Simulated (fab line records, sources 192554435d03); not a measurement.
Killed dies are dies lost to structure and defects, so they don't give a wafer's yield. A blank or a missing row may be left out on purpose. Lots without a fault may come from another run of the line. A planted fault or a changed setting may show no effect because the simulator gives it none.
One fault seen from 2 desks | flow n5_finfet | each desk has only its own numbers; what lay behind them comes last

THE METROLOGY DESK
What the gauges read, lot by lot, whatever tool the lot ran on: means of the sampled wafers that have a number. A lot is out of limits, marked OUT, if its mean lies more than 4 standard deviations from the usual mean; the brackets give that distance. Of its 12 readings 7 are shown: those that lie furthest out on some lot.
Columns: A = DIBL_N at N5_BEOL_M4_RC_MEAS_101, usual 36.3 mV/V; B = IOFF_P at N5_BEOL_M4_RC_MEAS_101, usual 0.22 nA/um; C = ION_N at N5_BEOL_M4_RC_MEAS_101, usual 677 uA/um; D = ION_P at N5_BEOL_M4_RC_MEAS_101, usual 466 uA/um; E = SS_N at N5_BEOL_M4_RC_MEAS_101, usual 71.5 mV/dec; F = VT_N at N5_BEOL_M4_RC_MEAS_101, usual 249 mV; G = VT_P at N5_BEOL_M4_RC_MEAS_101, usual -248.9 mV
lot  | first seen here | A    | B    | C   | D   | E    | F   | G
L978 | day 6 21:04     | 36.3 | 0.21 | 673 | 459 | 72.2 | 250 | -250.8
L980 | day 7 16:36     | 38.2 | 0.24 | 694 | 465 | 71.7 | 247 | -250.6
L982 | day 7 22:56     | 36.5 | 0.30 | 695 | 482 | 71.4 | 244 | -243.4
L983 | day 8 01:49     | 36.4 | 0.18 | 674 | 458 | 71.1 | 252 | -255.3
L988 | day 9 14:26     | 38.2 | 0.24 | 679 | 468 | 72.6 | 251 | -247.9
L994 | day 10 20:05    | 37.8 | 0.22 | 677 | 466 | 72.0 | 248 | -250.7
L995 | day 11 01:02    | 34.4 | 0.21 | 672 | 468 | 70.8 | 251 | -247.8
L996 | day 11 06:17    | 32.8 | 0.16 | 654 | 455 | 70.6 | 255 | -252.9
L998 | day 12 04:02    | 35.5 | 0.23 | 680 | 468 | 71.6 | 248 | -248.5
This desk's finding: nothing out of limits on any of the 9 lots.

THE TOOL OWNER'S DESK: rie_metal-01
The tool's own readings at N5_BEOL_M1_HM_OPEN_17 (chemistry Cl2/BCl3, target TiN, target depth 20 nm, overetch 6 nm): means of the sampled wafers that have a number, for each lot that ran on this tool. A lot is out of limits, marked OUT, if its mean lies more than 4 standard deviations from the usual mean; the brackets give that distance.
Columns: A = drypump_motor_current_A at N5_BEOL_M1_HM_OPEN_17, usual 5.6 A; B = oes_ar_750_au at N5_BEOL_M1_HM_OPEN_17, usual 0.80 a.u.; C = oes_product_au at N5_BEOL_M1_HM_OPEN_17, usual 0.67 a.u.; D = throttle_valve_pct at N5_BEOL_M1_HM_OPEN_17, usual 22.00 %
lot  | first seen here | A   | B    | C    | D
L978 | day 6 20:32     | 5.9 | 0.77 | 0.66 | 21.74
L980 | day 7 15:56     | 5.8 | 0.73 | 0.61 | 21.89
L982 | day 7 22:25     | 5.9 | 0.76 | 0.64 | 21.76
L983 | day 8 01:16     | 5.9 | 0.73 | 0.62 | 21.88
L988 | day 9 13:55     | 5.9 | 0.75 | 0.63 | 21.78
This desk's finding: nothing out of limits on any of the 5 lots.

PUT TOGETHER
The metrology desk saw nothing out of limits.
The tool owner's desk saw nothing out of limits.

WHAT THE SIMULATOR HAD PUT IN
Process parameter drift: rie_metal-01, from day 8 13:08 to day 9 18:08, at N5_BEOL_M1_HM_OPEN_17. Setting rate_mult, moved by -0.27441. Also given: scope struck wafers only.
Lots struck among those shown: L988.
